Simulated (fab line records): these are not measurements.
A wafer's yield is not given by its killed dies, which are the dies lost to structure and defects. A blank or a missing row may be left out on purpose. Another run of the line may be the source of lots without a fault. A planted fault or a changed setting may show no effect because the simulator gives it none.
Split-lot study || flow n5_finfet || route with 1938 steps; 7 lots, 39 wafers read

SPLIT DETAILS
At N5_BEOL_M10_VIA_ETCH_34 (etches SiCOH lowk in C4F6/O2, target depth 184.5 nm, time 69.2 s), the setting time_s was moved away from the recipe's 69.2 s on 12 of the 39 wafers read, by -24.1% to +54.3%. The other wafers ran this setting at the recipe's value.

Reading taken at the split's own step.

THE READING
SOC_of_BEOL_M10_COAT_63.thk_nm (the simulator's own value, which no gauge read), in nm, at N5_BEOL_M10_VIA_ETCH_34 (etches SiCOH lowk in C4F6/O2, target depth 184.5 nm, time 69.2 s). The file does not state a usual value for it. Average 92.3 nm, standard deviation 0.42 nm, over the 27 wafers here run with the recipe.

{"wafer": "L082.1", "tool, chamber at the split": "rie_diel-05, 0", "time_s as run, s": 69.2, "against the recipe": "recipe", "SOC_of_BEOL_M10_COAT_63.thk_nm, nm": 93, "against lot-mates on the recipe": "-"}
{"wafer": "L082.2", "tool, chamber at the split": "rie_diel-05, 3", "time_s as run, s": 69.2, "against the recipe": "recipe", "SOC_of_BEOL_M10_COAT_63.thk_nm, nm": 92.6, "against lot-mates on the recipe": "-"}
{"wafer": "L082.3", "tool, chamber at the split": "rie_diel-05, 2", "time_s as run, s": 69.2, "against the recipe": "recipe", "SOC_of_BEOL_M10_COAT_63.thk_nm, nm": 92.2, "against lot-mates on the recipe": "-"}
{"wafer": "L082.4", "tool, chamber at the split": "rie_diel-05, 0", "time_s as run, s": 69.2, "against the recipe": "recipe", "SOC_of_BEOL_M10_COAT_63.thk_nm, nm": 93, "against lot-mates on the recipe": "-"}
{"wafer": "L082.5", "tool, chamber at the split": "rie_diel-05, 2", "time_s as run, s": 69.2, "against the recipe": "recipe", "SOC_of_BEOL_M10_COAT_63.thk_nm, nm": 92.2, "against lot-mates on the recipe": "-"}
{"wafer": "L082.6", "tool, chamber at the split": "rie_diel-05, 3", "time_s as run, s": 69.2, "against the recipe": "recipe", "SOC_of_BEOL_M10_COAT_63.thk_nm, nm": 92.8, "against lot-mates on the recipe": "-"}
{"wafer": "L083.1", "tool, chamber at the split": "rie_diel-01, 1", "time_s as run, s": 69.2, "against the recipe": "recipe", "SOC_of_BEOL_M10_COAT_63.thk_nm, nm": 91.6, "against lot-mates on the recipe": "-"}
{"wafer": "L083.2", "tool, chamber at the split": "rie_diel-01, 0", "time_s as run, s": 81.09, "against the recipe": "+17.2%", "SOC_of_BEOL_M10_COAT_63.thk_nm, nm": 90.6, "against lot-mates on the recipe": -1.1}
{"wafer": "L083.3", "tool, chamber at the split": "rie_diel-01, 2", "time_s as run, s": 81.09, "against the recipe": "+17.2%", "SOC_of_BEOL_M10_COAT_63.thk_nm, nm": 90.8, "against lot-mates on the recipe": -0.9}
{"wafer": "L083.4", "tool, chamber at the split": "rie_diel-01, 3", "time_s as run, s": 69.2, "against the recipe": "recipe", "SOC_of_BEOL_M10_COAT_63.thk_nm, nm": 91.4, "against lot-mates on the recipe": "-"}
{"wafer": "L083.5", "tool, chamber at the split": "rie_diel-01, 3", "time_s as run, s": 69.2, "against the recipe": "recipe", "SOC_of_BEOL_M10_COAT_63.thk_nm, nm": 92.2, "against lot-mates on the recipe": "-"}
{"wafer": "L083.6", "tool, chamber at the split": "rie_diel-01, 0", "time_s as run, s": 81.09, "against the recipe": "+17.2%", "SOC_of_BEOL_M10_COAT_63.thk_nm, nm": 90.6, "against lot-mates on the recipe": -1.1}
{"wafer": "L087.1", "tool, chamber at the split": "rie_diel-01, 1", "time_s as run, s": 69.2, "against the recipe": "recipe", "SOC_of_BEOL_M10_COAT_63.thk_nm, nm": 91.8, "against lot-mates on the recipe": "-"}
{"wafer": "L087.2", "tool, chamber at the split": "rie_diel-01, 0", "time_s as run, s": 69.2, "against the recipe": "recipe", "SOC_of_BEOL_M10_COAT_63.thk_nm, nm": 91.4, "against lot-mates on the recipe": "-"}
{"wafer": "L087.3", "tool, chamber at the split": "rie_diel-01, 2", "time_s as run, s": 69.2, "against the recipe": "recipe", "SOC_of_BEOL_M10_COAT_63.thk_nm, nm": 92, "against lot-mates on the recipe": "-"}
{"wafer": "L087.4", "tool, chamber at the split": "rie_diel-01, 3", "time_s as run, s": 92.96, "against the recipe": "+34.3%", "SOC_of_BEOL_M10_COAT_63.thk_nm, nm": 88.6, "against lot-mates on the recipe": -3.1}
{"wafer": "L087.5", "tool, chamber at the split": "rie_diel-01, 0", "time_s as run, s": 92.96, "against the recipe": "+34.3%", "SOC_of_BEOL_M10_COAT_63.thk_nm, nm": 88.6, "against lot-mates on the recipe": -3.1}
{"wafer": "L087.6", "tool, chamber at the split": "rie_diel-01, 3", "time_s as run, s": 92.96, "against the recipe": "+34.3%", "SOC_of_BEOL_M10_COAT_63.thk_nm, nm": 88.6, "against lot-mates on the recipe": -3.1}
{"wafer": "L090.1", "tool, chamber at the split": "rie_diel-01, 1", "time_s as run, s": 69.2, "against the recipe": "recipe", "SOC_of_BEOL_M10_COAT_63.thk_nm, nm": 92.6, "against lot-mates on the recipe": "-"}
{"wafer": "L090.4", "tool, chamber at the split": "rie_diel-01, 0", "time_s as run, s": 69.2, "against the recipe": "recipe", "SOC_of_BEOL_M10_COAT_63.thk_nm, nm": 92.6, "against lot-mates on the recipe": "-"}
{"wafer": "L090.5", "tool, chamber at the split": "rie_diel-01, 3", "time_s as run, s": 69.2, "against the recipe": "recipe", "SOC_of_BEOL_M10_COAT_63.thk_nm, nm": 92.6, "against lot-mates on the recipe": "-"}
{"wafer": "L091.1", "tool, chamber at the split": "rie_diel-04, 2", "time_s as run, s": 69.2, "against the recipe": "recipe", "SOC_of_BEOL_M10_COAT_63.thk_nm, nm": 92.4, "against lot-mates on the recipe": "-"}
{"wafer": "L091.2", "tool, chamber at the split": "rie_diel-04, 1", "time_s as run, s": 69.2, "against the recipe": "recipe", "SOC_of_BEOL_M10_COAT_63.thk_nm, nm": 92.6, "against lot-mates on the recipe": "-"}
{"wafer": "L091.3", "tool, chamber at the split": "rie_diel-04, 0", "time_s as run, s": 52.55, "against the recipe": "-24.1%", "SOC_of_BEOL_M10_COAT_63.thk_nm, nm": 94.2, "against lot-mates on the recipe": "+1.7"}
{"wafer": "L091.4", "tool, chamber at the split": "rie_diel-04, 1", "time_s as run, s": 52.55, "against the recipe": "-24.1%", "SOC_of_BEOL_M10_COAT_63.thk_nm, nm": 94.4, "against lot-mates on the recipe": "+1.9"}
{"wafer": "L091.5", "tool, chamber at the split": "rie_diel-04, 0", "time_s as run, s": 69.2, "against the recipe": "recipe", "SOC_of_BEOL_M10_COAT_63.thk_nm, nm": 92.6, "against lot-mates on the recipe": "-"}
{"wafer": "L091.6", "tool, chamber at the split": "rie_diel-04, 2", "time_s as run, s": 52.55, "against the recipe": "-24.1%", "SOC_of_BEOL_M10_COAT_63.thk_nm, nm": 94.6, "against lot-mates on the recipe": "+2.1"}
{"wafer": "L093.1", "tool, chamber at the split": "rie_diel-01, 2", "time_s as run, s": 69.2, "against the recipe": "recipe", "SOC_of_BEOL_M10_COAT_63.thk_nm, nm": 92.2, "against lot-mates on the recipe": "-"}
{"wafer": "L093.2", "tool, chamber at the split": "rie_diel-01, 3", "time_s as run, s": 69.2, "against the recipe": "recipe", "SOC_of_BEOL_M10_COAT_63.thk_nm, nm": 92, "against lot-mates on the recipe": "-"}
{"wafer": "L093.3", "tool, chamber at the split": "rie_diel-01, 0", "time_s as run, s": 69.2, "against the recipe": "recipe", "SOC_of_BEOL_M10_COAT_63.thk_nm, nm": 92, "against lot-mates on the recipe": "-"}
{"wafer": "L093.4", "tool, chamber at the split": "rie_diel-01, 0", "time_s as run, s": 69.2, "against the recipe": "recipe", "SOC_of_BEOL_M10_COAT_63.thk_nm, nm": 92, "against lot-mates on the recipe": "-"}
{"wafer": "L093.5", "tool, chamber at the split": "rie_diel-01, 2", "time_s as run, s": 69.2, "against the recipe": "recipe", "SOC_of_BEOL_M10_COAT_63.thk_nm, nm": 92.4, "against lot-mates on the recipe": "-"}
{"wafer": "L093.6", "tool, chamber at the split": "rie_diel-01, 3", "time_s as run, s": 69.2, "against the recipe": "recipe", "SOC_of_BEOL_M10_COAT_63.thk_nm, nm": 92.2, "against lot-mates on the recipe": "-"}
{"wafer": "L095.1", "tool, chamber at the split": "rie_diel-01, 0", "time_s as run, s": 69.2, "against the recipe": "recipe", "SOC_of_BEOL_M10_COAT_63.thk_nm, nm": 92.6, "against lot-mates on the recipe": "-"}
{"wafer": "L095.2", "tool, chamber at the split": "rie_diel-01, 2", "time_s as run, s": 69.2, "against the recipe": "recipe", "SOC_of_BEOL_M10_COAT_63.thk_nm, nm": 92.6, "against lot-mates on the recipe": "-"}
{"wafer": "L095.3", "tool, chamber at the split": "rie_diel-01, 3", "time_s as run, s": 106.8, "against the recipe": "+54.3%", "SOC_of_BEOL_M10_COAT_63.thk_nm, nm": 87.8, "against lot-mates on the recipe": -4.7}
{"wafer": "L095.4", "tool, chamber at the split": "rie_diel-01, 3", "time_s as run, s": 106.8, "against the recipe": "+54.3%", "SOC_of_BEOL_M10_COAT_63.thk_nm, nm": 88, "against lot-mates on the recipe": -4.5}
{"wafer": "L095.5", "tool, chamber at the split": "rie_diel-01, 2", "time_s as run, s": 106.8, "against the recipe": "+54.3%", "SOC_of_BEOL_M10_COAT_63.thk_nm, nm": 88.2, "against lot-mates on the recipe": -4.3}
{"wafer": "L095.6", "tool, chamber at the split": "rie_diel-01, 0", "time_s as run, s": 69.2, "against the recipe": "recipe", "SOC_of_BEOL_M10_COAT_63.thk_nm, nm": 92.2, "against lot-mates on the recipe": "-"}

THE FIT
A straight line over all 39 wafers: SOC_of_BEOL_M10_COAT_63.thk_nm changes by -0.0871 nm for each +1% of time_s; r = -0.97; the points scatter about the line by 0.44 nm.
The same after taking each lot's own level away (the mean of its wafers on the recipe; 39 wafers): -0.0826 nm for each +1%; r = -0.99; scatter 0.25 nm.
That fit puts the effect of the largest move of time_s on the reading at 4.5 nm.
From 91.73 to 92.63 nm: that is the span of the lots' own levels, equal to 2.1 times the standard deviation above.
The two slopes are in agreement: the lot-to-lot level therefore moves the slope only a little.
Check: for one of the wafers moved furthest among these (+54.3%), held out of the fit, the line's prediction against its lot-mates is -4.45 nm. It came out at -4.67 nm against them.

OTHER SPLITS APPLIED TO THESE WAFERS
Before the reading, these wafers also passed through other splits. Each is held against what the fit with the lots' levels taken away leaves over:
{"other split on the same wafers": "N5_BEOL_M8_TRENCH_ETCH_37 time_s", "wafers away from the commonest value": 18, "r with SOC_of_BEOL_M10_COAT_63.thk_nm (lot level and that fit taken away)": -0.14}

THE WHOLE CHAIN: every reading that the file lists as answering this split, in the file's order
{"step": "N5_BEOL_M10_VIA_ETCH_34", "what it does": "etches SiCOH lowk in C4F6/O2, target depth 184.5 nm, time 69.2 s", "reading": "etch.depth_nm (the simulator's own value, which no gauge read)", "change (the file's fit)": "+1.85 nm for each +1% of the setting", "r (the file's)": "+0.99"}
{"step": "N5_BEOL_M10_VIA_ETCH_34", "what it does": "etches SiCOH lowk in C4F6/O2, target depth 184.5 nm, time 69.2 s", "reading": "SOC_of_BEOL_M10_COAT_63.thk_nm (the simulator's own value, which no gauge read)", "change (the file's fit)": "-0.0826 nm for each +1% of the setting", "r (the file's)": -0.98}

THE FILE'S OWN FIT
SOC_of_BEOL_M10_COAT_63.thk_nm changes by -0.0826 nm for each +1% of time_s, r = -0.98.
